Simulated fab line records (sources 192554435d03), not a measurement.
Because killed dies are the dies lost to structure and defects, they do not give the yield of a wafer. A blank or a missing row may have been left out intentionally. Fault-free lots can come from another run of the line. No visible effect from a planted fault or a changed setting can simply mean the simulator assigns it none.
fab line records -- flow n5Finfet
record lots=7, wafers=21
route steps=1938 shown SDB@353 HKMG_FIN@423 GATE_CUT@477
startH: the number of hours between the record's first day and the start of the first shown wafer of the lot -- waitH: time in hours since the lot's previous step -- " repeats the value in the row above -- L1.1+2: a single row standing in for several wafers -- - no value, or no start was given -- * or withheld: withheld -- < > ~ a bound
route shown NAME@n: NAME is a module with steps in the file, n the number in the route of the first one -- usual: the fault-free wafers' mean and standard deviation -- same: alike in all rows -- chamber/n: place in a boat -- sites: each site's reading -- _std_site: how widely they spread, as a standard deviation -- _edge_site: the outer-site mean with the inner-site mean subtracted -- radiusMm: how far each site lies from the wafer's centre -- mask NAME#n: copy n -- behind: the tool/chamber that last shaped the wafer -- hold: why the lot was held/for how many hours/how that ended -- device: names the non-switching transistor (n, p or np) -- end of line: the same wafers' tests at the end of the route -- for a step that has no rows: nothing shown but its recipe -- killed: not the wafer's yield, but the dies lost to structure and defects at the first sort -- map: a wafer's dies, marking killed ones x, the rest . and places with no die _
set.NAME: the setting the step ran with; set.NAME@STEP: the setting that earlier step ran with -- model.NAME: the simulator's own value behind a step, which no gauge read
lots whose settings were changed on purpose; a table a step, a row a wafer
## steps
# step N5_SDB_EXPOSE_08
# recipe maskId=SDB, na=1.35, sourceShape=conventional, sigmaOuter=0.5, polarization=unpolarized, doseMj=49.6
lot.wafer,tool,chamber,startH,waitH,mask,set.doseMj
L075.1,arfiScanner-03,0,75.95,-,SDB#0,49.6
L075.4+5,arfiScanner-03,0,75.95,-,SDB#0,51.27
L078.1+2+4,arfiScanner-02,0,88.71,-,SDB#0,49.6
L084.2,arfiScanner-01,0,125.45,-,SDB#0,52.52
L084.3+5,arfiScanner-01,0,125.45,-,SDB#0,49.6
L085.2+4,arfiScanner-01,0,136.27,-,SDB#0,49.6
L085.6,arfiScanner-01,0,136.27,-,SDB#0,51.8
L089.1+4+5,arfiScanner-02,0,158.46,-,SDB#0,49.6
L096.1,arfiScanner-02,0,198.80,-,SDB#0,49.6
L096.2+3,arfiScanner-02,0,198.80,-,SDB#0,51.62
L097.2+4+6,arfiScanner-02,0,213.78,-,SDB#0,49.6
# step N5_SDB_PEB_09
# recipe pebTempC=withheld, pebTimeS=60, resist=CAR-ArF
# step N5_SDB_DEVELOP_10
# recipe developTimeS=30, developer=TMAH, resist=CAR-ArF, rinseLiquid=diw, dry=airSpin, devTempC=23
# step N5_SDB_CD_MEAS_11
# recipe targetCdNm=50, landingEnergyEv=500, detector=seInlens, polarity=opening
# usual cdNm=50.1/0.94
lot.wafer,tool,chamber,startH,waitH,set.doseMj@SDB_EXPOSE_08,cdNm
L075.1,cdSem-03,0,76.07,-,49.6,50.5
L075.4,cdSem-03,0,76.07,-,51.27,54.9
L075.5,cdSem-03,0,76.07,-,51.27,54.6
L078.1,cdSem-03,0,88.83,-,49.6,50.8
L078.2,cdSem-03,0,88.83,-,49.6,52.1
L078.4,cdSem-03,0,88.83,-,49.6,51.5
L084.2,cdSem-02,0,125.57,-,52.52,56.6
L084.3,cdSem-02,0,125.57,-,49.6,50.2
L084.5,cdSem-02,0,125.57,-,49.6,49.0
L085.2,cdSem-02,0,136.39,-,49.6,49.3
L085.4,cdSem-02,0,136.39,-,49.6,48.8
L085.6,cdSem-02,0,136.39,-,51.8,53.4
L089.1,cdSem-02,0,158.59,-,49.6,49.0
L089.4,cdSem-02,0,158.59,-,49.6,49.9
L089.5,cdSem-02,0,158.59,-,49.6,50.0
L096.1,cdSem-03,0,198.92,-,49.6,50.5
L096.2,cdSem-03,0,198.92,-,51.62,53.8
L096.3,cdSem-03,0,198.92,-,51.62,54.4
L097.2,cdSem-03,0,213.90,-,49.6,50.5
L097.4,cdSem-03,0,213.90,-,49.6,50.5
L097.6,cdSem-03,0,213.90,-,49.6,50.8
# step N5_SDB_DESCUM_16
# recipe chemistry=O2, timeS=7.9, sourcePowerW=50, biasPowerW=20, pressureMtorr=20, rfFrequencyHz=2.712e+07, tempC=40, resist=CAR-ArF, o2FlowSccm=225
# step N5_SDB_ETCH_17
# recipe chemistry=CF4, target=SiARC, targetDepthA=234, maskMaterial=CAR-ArF, timeS=39, ionEnergyEv=80, pressureMtorr=40, sourceW=545, biasW=36, Ar_flow_sccm=100, cf4FlowSccm=100, ends=cleared
# step N5_SDB_ETCH_18
# recipe chemistry=N2/H2, target=SOC, targetDepthA=1000, overetchA=200, maskMaterial=SiARC, tempC=40, timeS=150, ionEnergyEv=200, pressureMtorr=30, sourceW=840, biasW=150, n2FlowSccm=200, h2FlowSccm=200
lot.wafer,tool,chamber,startH,waitH,set.spinRpm@SDB_COAT_03,model.etch.depthNm
L075.1,rieDiel-04,1,76.23,0.0,1592,96.61
L075.4,rieDiel-04,0,76.23,0.0,1500,99.51
L075.5,rieDiel-04,0,76.23,0.0,1592,96.33
L078.1,rieDiel-03,3,89.08,0.0,1500,99.97
L078.2,rieDiel-03,2,89.08,0.0,1500,99.7
L078.4,rieDiel-03,0,89.08,0.0,1500,100.1
L084.2,rieDiel-03,0,125.73,0.0,1400,103.6
L084.3,rieDiel-03,1,125.73,0.0,1500,99.94
L084.5,rieDiel-03,1,125.73,0.0,1500,100
L085.2,rieDiel-02,0,136.59,0.0,1500,100.3
L085.4,rieDiel-02,2,136.59,0.0,1500,100.2
L085.6,rieDiel-02,0,136.59,0.0,1500,100.4
L089.1+5,rieDiel-02,"3,2",159.02,0.0,1500,100.3
L089.4,rieDiel-02,0,159.02,0.0,1500,100
L096.1,rieDiel-04,1,199.08,0.0,1500,100.1
L096.2,rieDiel-04,0,199.08,0.0,1353,105.5
L096.3,rieDiel-04,2,199.08,0.0,1500,100.4
L097.2,rieDiel-02,3,214.06,0.0,1500,100.1
L097.4+6,rieDiel-02,"2,1",214.06,0.0,1500,100.2
# step N5_SDB_STRIP_19
# recipe chemistry=N2/H2, tempC=40, n2FlowSccm=200, h2FlowSccm=200, rfFrequencyHz=6e+07
# step N5_SDB_STRIP_21
# recipe chemistry=CF4, resist=SiARC, powerW=300, biasPowerW=75, pressureMtorr=50, cf4FlowSccm=150, rfFrequencyHz=6e+07
# step N5_SDB_HM_OPEN_20
# recipe chemistry=CH3F/O2, target=SiNx, maskMaterial=SOC, targetDepthA=240, stopOn=poly-Si, overEtchFrac=0.4, ionEnergyEv=120, pressureMtorr=30, sourceW=395, biasW=73, Ar_flow_sccm=150, CH3F_flow_sccm=30, O2_flow_sccm=20
lot.wafer,tool,chamber,startH,waitH,set.spinRpm@SDB_COAT_03,model.SOC_of_SDB_COAT_03.thkNm
L075.1,rieDiel-04,1,76.39,0.0,1592,80.2
L075.4,rieDiel-04,0,76.39,0.0,1500,83.6
L075.5,rieDiel-04,0,76.39,0.0,1592,80.4
L078.1,rieDiel-03,3,89.24,0.0,1500,83.8
L078.2+4,rieDiel-03,"2,0",89.24,0.0,1500,84.2
L084.2,rieDiel-03,0,125.88,0.0,1400,87.8
L084.3,rieDiel-03,1,125.88,0.0,1500,84.2
L084.5,rieDiel-03,1,125.88,0.0,1500,84.6
L085.2,rieDiel-02,0,136.75,0.0,1500,84.4
L085.4,rieDiel-02,2,136.75,0.0,1500,83.6
L085.6,rieDiel-02,0,136.75,0.0,1500,84.6
L089.1,rieDiel-02,3,159.18,0.0,1500,84.4
L089.4,rieDiel-02,0,159.18,0.0,1500,84.2
L089.5,rieDiel-02,2,159.18,0.0,1500,83.6
L096.1,rieDiel-04,1,199.24,0.0,1500,83.6
L096.2,rieDiel-04,0,199.24,0.0,1353,89.2
L096.3,rieDiel-04,2,199.24,0.0,1500,84.4
L097.2,rieDiel-02,3,214.22,0.0,1500,84.2
L097.4,rieDiel-02,2,214.22,0.0,1500,83.6
L097.6,rieDiel-02,1,214.22,0.0,1500,84.4
# step N5_SDB_STRIP_22
# recipe chemistry=N2/H2, powerW=1000, tempC=250, h2Frac=0.65, overashFraction=0.3, pressureMtorr=withheld, n2FlowSccm=1750, h2FlowSccm=3250
# usual stripTimeToEndpointS=96.2/0.49
lot.wafer,tool,chamber,startH,waitH,set.spinRpm@SDB_COAT_03,stripTimeToEndpointS
L075.1,plasmaAsher-01,1,76.47,0.1,1592,92.6
L075.4,plasmaAsher-01,1,76.47,0.1,1500,95.9
L075.5,plasmaAsher-01,0,76.47,0.1,1592,92.8
L078.1,plasmaAsher-01,1,89.32,0.1,1500,96.1
L078.2,plasmaAsher-01,0,89.32,0.1,1500,96.3
L078.4,plasmaAsher-01,1,89.32,0.1,1500,96.3
L084.2,plasmaAsher-02,1,125.98,0.1,1400,99.7
L084.3,plasmaAsher-02,0,125.98,0.1,1500,96.4
L084.5,plasmaAsher-02,0,125.98,0.1,1500,96.7
L085.2,plasmaAsher-01,1,136.83,0.1,1500,96.6
L085.4,plasmaAsher-01,0,136.83,0.1,1500,95.9
L085.6,plasmaAsher-01,1,136.83,0.1,1500,96.7
L089.1,plasmaAsher-01,1,159.26,0.1,1500,96.6
L089.4,plasmaAsher-01,0,159.26,0.1,1500,96.3
L089.5,plasmaAsher-01,1,159.26,0.1,1500,95.8
L096.1,plasmaAsher-01,1,199.32,0.1,1500,95.9
L096.2,plasmaAsher-01,0,199.32,0.1,1353,101.1
L096.3,plasmaAsher-01,0,199.32,0.1,1500,96.5
L097.2,plasmaAsher-02,1,214.31,0.1,1500,96.5
L097.4,plasmaAsher-02,0,214.31,0.1,1500,95.8
L097.6,plasmaAsher-02,1,214.31,0.1,1500,96.6
# step N5_HKMG_FIN_COAT_30
# recipe resist=SiARC, tempC=220, timeS=60, spinRpm=1500, resistThkNm=35
lot.wafer,tool,chamber,startH,waitH,set.spinRpm,model.SiARC_of_HKMG_FIN_COAT_30.thkNm
L075.1+4+5,lithoTrack-02,0,-,-,1346,37.2
L078.1+4,lithoTrack-05,0,-,-,1500,34.8
L078.2,lithoTrack-05,0,-,-,1500,35
L084.2+3,lithoTrack-01,0,-,-,1392,36.4
L084.5,lithoTrack-01,0,-,-,1392,36.2
L085.2+4,lithoTrack-02,0,-,-,1500,35
L085.6,lithoTrack-02,0,-,-,1333,37.2
L089.1+5,lithoTrack-01,0,-,-,1419,36
L089.4,lithoTrack-01,0,-,-,1500,35
L096.1+2+3,lithoTrack-02,0,-,-,1500,35.2
L097.2,lithoTrack-05,0,-,-,1431,35.8
L097.4,lithoTrack-05,0,-,-,1500,34.8
L097.6,lithoTrack-05,0,-,-,1500,35
# step N5_HKMG_FIN_DEVELOP_11
# recipe developTimeS=30, developer=TMAH, resist=CAR-ArF, devTempC=23, rinseLiquid=diw, dry=airSpin
lot.wafer,tool,chamber,startH,waitH,set.developTimeS
L075.1+4+5,lithoTrack-05,0,-,-,30
L078.1+2+4,lithoTrack-05,0,-,-,30
L084.2+5,lithoTrack-02,0,-,-,35.93
L084.3,lithoTrack-02,0,-,-,30
L085.2+6,lithoTrack-02,0,-,-,27.72
L085.4,lithoTrack-02,0,-,-,30
L089.1+4,lithoTrack-02,0,-,-,31.72
L089.5,lithoTrack-02,0,-,-,30
L096.1+2,lithoTrack-01,0,-,-,26.23
L096.3,lithoTrack-01,0,-,-,30
L097.2,lithoTrack-05,0,-,-,30
L097.4+6,lithoTrack-05,0,-,-,25.74
# step N5_HKMG_FIN_DESCUM_17
# recipe chemistry=O2, timeS=7.9, sourcePowerW=50, biasPowerW=20, pressureMtorr=20, rfFrequencyHz=2.712e+07, tempC=40, resist=CAR-ArF, o2FlowSccm=225
# step N5_HKMG_FIN_ETCH_31
# recipe chemistry=CF4, target=SiARC, targetDepthA=455, maskMaterial=CAR-ArF, timeS=75.8, ionEnergyEv=80, pressureMtorr=40, sourceW=545, biasW=36, Ar_flow_sccm=100, cf4FlowSccm=100, ends=cleared
lot.wafer,tool,chamber,startH,waitH,set.spinRpm@HKMG_FIN_COAT_30,model.etch.depthNm,model.CAR-ArF_of_HKMG_FIN_COAT_06.thkNm
L075.1,rieDiel-04,2,85.61,0.0,1346,37.2,49.2
L075.4,rieDiel-04,3,85.61,0.0,1346,37.17,48.8
L075.5,rieDiel-04,1,85.61,0.0,1346,37.18,48.8
L078.1,rieDiel-02,2,99.79,0.0,1500,34.81,51
L078.2,rieDiel-02,3,99.79,0.0,1500,34.94,50.8
L078.4,rieDiel-02,0,99.79,0.0,1500,34.85,50.8
L084.2,rieDiel-03,2,134.63,0.0,1392,36.37,49.4
L084.3,rieDiel-03,3,134.63,0.0,1392,36.39,49.6
L084.5,rieDiel-03,2,134.63,0.0,1392,36.24,49.6
L085.2,rieDiel-04,0,145.73,0.0,1500,35.08,51
L085.4,rieDiel-04,2,145.73,0.0,1500,35.1,51.2
L085.6,rieDiel-04,1,145.73,0.0,1333,37.17,49.2
L089.1,rieDiel-03,3,168.59,0.0,1419,36.06,49.6
L089.4,rieDiel-03,1,168.59,0.0,1500,35.1,50.6
L089.5,rieDiel-03,1,168.59,0.0,1419,35.98,49.8
L096.1,rieDiel-02,1,208.48,0.0,1500,35.12,50.8
L096.2,rieDiel-02,2,208.48,0.0,1500,35.17,51.2
L096.3,rieDiel-02,0,208.48,0.0,1500,35.23,51
L097.2,rieDiel-02,3,224.23,0.0,1431,35.73,50.6
L097.4,rieDiel-02,0,224.23,0.0,1500,34.83,51
L097.6,rieDiel-02,1,224.23,0.0,1500,34.99,51
# step N5_GATE_CUT_HM_DEP_46
# recipe material=SiO2, targetThkA=1300, tempC=400, precursor=TEOS/O2, pressureTorr=6.5, rfW=900, teosFlowSccm=161.4, gas=O2, flowSccm=2650, timeS=26.6
lot.wafer,tool,chamber,startH,waitH,set.timeS,model.SiO2_of_GATE_CUT_HM_DEP_46.thkNm
L075.1,pecvd-02,0,93.77,0.0,28.33,137.8
L075.4,pecvd-02,2,93.77,0.0,28.33,140.6
L075.5,pecvd-02,0,93.77,0.0,26.6,133.2
L078.1,pecvd-02,2,108.40,0.0,26.6,130.2
L078.2,pecvd-02,1,108.40,0.0,26.6,129.8
L078.4,pecvd-02,1,108.40,0.0,26.6,131.8
L084.2,pecvd-03,1,142.44,0.0,26.6,130.2
L084.3,pecvd-03,0,142.44,0.0,26.6,129.8
L084.5,pecvd-03,0,142.44,0.0,26.6,132.6
L085.2,pecvd-03,1,153.90,0.0,29.01,140
L085.4,pecvd-03,0,153.90,0.0,26.6,130.4
L085.6,pecvd-03,1,153.90,0.0,26.6,132
L089.1,pecvd-03,1,176.46,0.0,26.6,128.4
L089.4,pecvd-03,2,176.46,0.0,26.6,129.6
L089.5,pecvd-03,1,176.46,0.0,26.6,132
L096.1,pecvd-01,0,216.65,0.0,30.28,145
L096.2,pecvd-01,1,216.65,0.0,26.6,128.6
L096.3,pecvd-01,1,216.65,0.0,26.6,129.2
L097.2,pecvd-03,2,232.58,0.0,23.23,112
L097.4,pecvd-03,1,232.58,0.0,23.23,115
L097.6,pecvd-03,2,232.58,0.0,23.23,113.4
# step N5_GATE_CUT_COAT_07
# recipe resist=CAR-EUV, spinRpm=1500, resistThkNm=30
lot.wafer,tool,chamber,startH,waitH,set.spinRpm,model.CAR-EUV_of_GATE_CUT_COAT_07.thkNm
L075.1,lithoTrack-05,0,-,-,1500,30
L075.4+5,lithoTrack-05,0,-,-,1337,31.8
L078.1+2+4,lithoTrack-04,0,-,-,1500,30
L084.2+3,lithoTrack-05,0,-,-,1500,30
L084.5,lithoTrack-05,0,-,-,1661,28.6
L085.2,lithoTrack-03,0,-,-,1377,31.2
L085.4,lithoTrack-03,0,-,-,1500,30
L085.6,lithoTrack-03,0,-,-,1500,29.8
L089.1,lithoTrack-04,0,-,-,1500,30.2
L089.4,lithoTrack-04,0,-,-,1500,30
L089.5,lithoTrack-04,0,-,-,1403,31
L096.1+2,lithoTrack-04,0,-,-,1500,30
L096.3,lithoTrack-04,0,-,-,1391,31.2
L097.2+4,lithoTrack-05,0,-,-,1428,30.8
L097.6,lithoTrack-05,0,-,-,1500,30
# step N5_GATE_CUT_EBR_09
# recipe solvent=PGMEA, ebrWidthMm=1.5
# step N5_GATE_CUT_SOFTBAKE_08
# recipe tempC=110, timeS=60, resist=CAR-EUV
# step N5_GATE_CUT_DESCUM_18
# recipe chemistry=O2, timeS=7, sourcePowerW=50, biasPowerW=20, pressureMtorr=20, rfFrequencyHz=2.712e+07, tempC=40, resist=CAR-EUV, o2FlowSccm=225
lot.wafer,tool,chamber,startH,waitH,set.spinRpm@GATE_CUT_COAT_07,model.CAR-EUV_of_GATE_CUT_COAT_07.thkNm
L075.1,rieDiel-05,0,94.22,0.0,1500,26
L075.4+5,rieDiel-05,"0,2",94.22,0.0,1337,27.8
L078.1+2+4,rieDiel-05,"0,1,1",108.94,0.1,1500,26
L084.2,rieDiel-06,0,143.03,0.0,1500,26
L084.3,rieDiel-06,1,143.03,0.0,1500,26.2
L084.5,rieDiel-06,1,143.03,0.0,1661,24.6
L085.2,rieDiel-01,2,154.36,0.0,1377,27.4
L085.4,rieDiel-01,1,154.36,0.0,1500,26
L085.6,rieDiel-01,0,154.36,0.0,1500,25.8
L089.1,rieDiel-05,0,176.92,0.0,1500,26.2
L089.4,rieDiel-05,0,176.92,0.0,1500,26
L089.5,rieDiel-05,3,176.92,0.0,1403,27
L096.1,rieDiel-06,0,217.26,0.0,1500,26.2
L096.2,rieDiel-06,2,217.26,0.0,1500,26
L096.3,rieDiel-06,1,217.26,0.0,1391,27.2
L097.2+4,rieDiel-05,"1,2",233.03,0.0,1428,26.8
L097.6,rieDiel-05,0,233.03,0.0,1500,26
# step N5_GATE_CUT_ETCH_28
# recipe chemistry=N2/H2, target=underlayer, targetDepthA=130, maskMaterial=CAR-EUV, timeS=10.4, ionEnergyEv=200, pressureMtorr=30, sourceW=840, biasW=150, n2FlowSccm=200, h2FlowSccm=200, ends=cleared
# step N5_GATE_CUT_ETCH_36
# recipe chemistry=CF4, target=SiARC, targetDepthA=130, maskMaterial=CAR-EUV, timeS=21.7, ionEnergyEv=80, pressureMtorr=40, sourceW=545, biasW=36, Ar_flow_sccm=100, cf4FlowSccm=100, ends=cleared
# step N5_GATE_CUT_STRIP_38
# recipe chemistry=N2/H2, tempC=40, n2FlowSccm=200, h2FlowSccm=200, rfFrequencyHz=6e+07
# step N5_GATE_CUT_STRIP_39
# recipe chemistry=N2/H2, tempC=40, n2FlowSccm=200, h2FlowSccm=200, rfFrequencyHz=6e+07
# step N5_GATE_CUT_HM_OPEN_40
# recipe chemistry=C4F6/O2, target=SiO2, maskMaterial=SiARC, targetDepthA=1390, timeS=85.1, ionEnergyEv=250, pressureMtorr=30, sourceW=345, biasW=185, Ar_flow_sccm=300, C4F6_flow_sccm=10, O2_flow_sccm=10, ends=cleared
# usual etchRfOnTimeS=94.9/1.9
lot.wafer,tool,chamber,startH,waitH,set.timeS@GATE_CUT_HM_DEP_46,etchRfOnTimeS,model.etch.depthNm,model.SOC_of_GATE_CUT_COAT_34.thkNm
L075.1,rieDiel-05,0,94.39,0.0,28.33,98.9,137.8,31.2
L075.4,rieDiel-05,0,94.39,0.0,28.33,100.9,140.6,30.8
L075.5,rieDiel-05,2,94.39,0.0,26.6,97.1,133.2,32
L078.1,rieDiel-05,0,109.10,0.0,26.6,93.8,130.2,32.8
L078.2,rieDiel-05,1,109.10,0.0,26.6,96.1,129.9,32.8
L078.4,rieDiel-05,1,109.10,0.0,26.6,97.1,131.8,32.4
L084.2,rieDiel-06,0,143.19,0.0,26.6,93.9,130.2,33
L084.3,rieDiel-06,1,143.19,0.0,26.6,96.2,129.9,33
L084.5,rieDiel-06,1,143.19,0.0,26.6,98.1,132.7,32.6
L085.2,rieDiel-01,2,154.53,0.0,29.01,101.1,139.9,30
L085.4,rieDiel-01,1,154.53,0.0,26.6,92.4,130.4,33
L085.6,rieDiel-01,0,154.53,0.0,26.6,94.3,132,32.6
L089.1,rieDiel-05,0,177.08,0.0,26.6,92.8,128.5,33.2
L089.4,rieDiel-05,0,177.08,0.0,26.6,93.5,129.7,32.6
L089.5,rieDiel-05,3,177.08,0.0,26.6,95.1,131.9,32.4
L096.1,rieDiel-06,0,217.43,0.0,30.28,103.6,145,30
L096.2,rieDiel-06,2,217.43,0.0,26.6,91.4,128.5,33
L096.3,rieDiel-06,1,217.43,0.0,26.6,95.6,129.2,33
L097.2,rieDiel-05,1,233.20,0.0,23.23,82.8,112,37
L097.4,rieDiel-05,2,233.20,0.0,23.23,84.4,114.9,36.4
L097.6,rieDiel-05,0,233.20,0.0,23.23,81.7,113.4,36.6
# step N5_GATE_CUT_STRIP_41
# recipe chemistry=CF4, resist=SiARC, powerW=300, biasPowerW=75, pressureMtorr=50, cf4FlowSccm=150, rfFrequencyHz=6e+07
# step N5_GATE_CUT_STRIP_42
# recipe chemistry=O2, powerW=400, tempC=40, pressureMtorr=30, rfFrequencyHz=6e+07, biasPowerW=0, overashFraction=0.3, o2FlowSccm=225
# step N5_GATE_CUT_ALD_22
# recipe material=SiNx, targetThkA=160, tempC=400, aldPrecursorFamily=SiH2I2, aldCoReactant=N2/H2-plasma, pulseTimeS=1, aldCycles=320, purgeTimeS=2, coReactantPurgeTimeS=2, pressureTorr=2
# step N5_GATE_CUT_CMP_23
# recipe stopOn=SiO2, tOverpolishS=23.4, postCmpClean=alkalineBrush, downForcePsi=2.5, platenRpm=51.8, padVelocityMS=1.0307, targetThkNm=16
# step N5_GATE_CUT_THK_MEAS_24
# recipe reads=SiO2_of_GATE_CUT_HM_DEP_46+SiO2_flowable_of_ILD0_FCVD_FILL_01
# usual GC_FILL_THK=220.8/1.8
lot.wafer,tool,chamber,startH,waitH,set.timeS@GATE_CUT_HM_DEP_46,GC_FILL_THK[nm]
L075.1,filmMetro-01,-,97.39,-,28.33,227.3
L075.4,filmMetro-01,-,97.39,-,28.33,230.8
L075.5,filmMetro-01,-,97.39,-,26.6,223.7
L078.1,filmMetro-02,-,111.56,-,26.6,220.9
L078.2,filmMetro-02,-,111.56,-,26.6,219.9
L078.4,filmMetro-02,-,111.56,-,26.6,219.7
L084.2,filmMetro-01,-,145.93,-,26.6,220.9
L084.3,filmMetro-01,-,145.93,-,26.6,220.1
L084.5,filmMetro-01,-,145.93,-,26.6,223.3
L085.2,filmMetro-01,-,157.19,-,29.01,229.9
L085.4,filmMetro-01,-,157.19,-,26.6,220.9
L085.6,filmMetro-01,-,157.19,-,26.6,223.5
L089.1,filmMetro-01,-,179.60,-,26.6,217.5
L089.4,filmMetro-01,-,179.60,-,26.6,219.2
L089.5,filmMetro-01,-,179.60,-,26.6,221.9
L096.1,filmMetro-01,-,219.89,-,30.28,235.0
L096.2,filmMetro-01,-,219.89,-,26.6,217.7
L096.3,filmMetro-01,-,219.89,-,26.6,219.1
L097.2,filmMetro-02,-,235.81,-,23.23,201.8
L097.4,filmMetro-02,-,235.81,-,23.23,206.0
L097.6,filmMetro-02,-,235.81,-,23.23,203.8
# step N5_GATE_CUT_CMP_43
# recipe material=SiO2, postCmpClean=rinseOnly
lot.wafer,tool,chamber,startH,waitH,set.timeS@GATE_CUT_HM_DEP_46,model.SiO2_of_GATE_CUT_HM_DEP_46.thkNm
L075.1+4,cmp-01,"1,2",97.42,0.0,28.33,5.4
L075.5,cmp-01,2,97.42,0.0,26.6,5.2
L078.2+4+1,cmp-01,"1,2,0",111.59,0.0,26.6,5
L084.3+2,cmp-01,"2,3",146.04,0.1,26.6,5
L084.5,cmp-01,1,146.04,0.1,26.6,5.2
L085.4+6,cmp-04,"2,1",157.43,0.2,26.6,5
L085.2,cmp-04,3,157.43,0.2,29.01,5.4
L089.1+4+5,cmp-03,"3,2,3",179.63,0.0,26.6,5
L096.2+3,cmp-01,"3,1",219.92,0.0,26.6,5
L096.1,cmp-01,2,219.92,0.0,30.28,5.8
L097.2+4+6,cmp-04,"2,1,2",235.84,0.0,23.23,4.2
## key
split step=N5_SDB_EXPOSE_08, setting=doseMj, stated=49.6, by=wafer
response step=N5_SDB_CD_MEAS_11, reading=cdNm, change=+1.08, per=1%, r=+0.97
split step=N5_HKMG_FIN_COAT_30, setting=spinRpm, stated=1500, by=wafer
response step=N5_HKMG_FIN_COAT_30, reading=model.SiARC_of_HKMG_FIN_COAT_30.thkNm, change=-0.195, per=1%, r=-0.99
response step=N5_HKMG_FIN_ETCH_31, reading=model.etch.depthNm, change=-0.183, per=1%, r=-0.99
response step=N5_HKMG_FIN_ETCH_31, reading=model.CAR-ArF_of_HKMG_FIN_COAT_06.thkNm, change=+0.16, per=1%, r=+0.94
split step=N5_HKMG_FIN_DEVELOP_11, setting=developTimeS, stated=30, by=wafer
response none clear
split step=N5_GATE_CUT_HM_DEP_46, setting=timeS, stated=26.6, by=wafer
response step=N5_GATE_CUT_HM_DEP_46, reading=model.SiO2_of_GATE_CUT_HM_DEP_46.thkNm, change=+1.08, per=1%, r=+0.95
response step=N5_GATE_CUT_HM_OPEN_40, reading=etchRfOnTimeS, change=*, per=1%, r=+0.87
response step=N5_GATE_CUT_HM_OPEN_40, reading=model.etch.depthNm, change=+1.08, per=1%, r=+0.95
response step=N5_GATE_CUT_HM_OPEN_40, reading=model.SOC_of_GATE_CUT_COAT_34.thkNm, change=-0.232, per=1%, r=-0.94
response step=N5_GATE_CUT_THK_MEAS_24, reading=GC_FILL_THK, change=+1.06, per=1%, r=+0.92
response step=N5_GATE_CUT_CMP_43, reading=model.SiO2_of_GATE_CUT_HM_DEP_46.thkNm, change=+0.0506, per=1%, r=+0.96
split step=N5_GATE_CUT_COAT_07, setting=spinRpm, stated=1500, by=wafer
response step=N5_GATE_CUT_COAT_07, reading=model.CAR-EUV_of_GATE_CUT_COAT_07.thkNm, change=-0.152, per=1%, r=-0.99
response step=N5_GATE_CUT_DESCUM_18, reading=model.CAR-EUV_of_GATE_CUT_COAT_07.thkNm, change=-0.157, per=1%, r=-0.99
split outsideThisFile step=N5_SDB_COAT_03 setting=spinRpm
# split outsideThisFile: this setting was split too, and the file shows its column; the key of that split is in another file
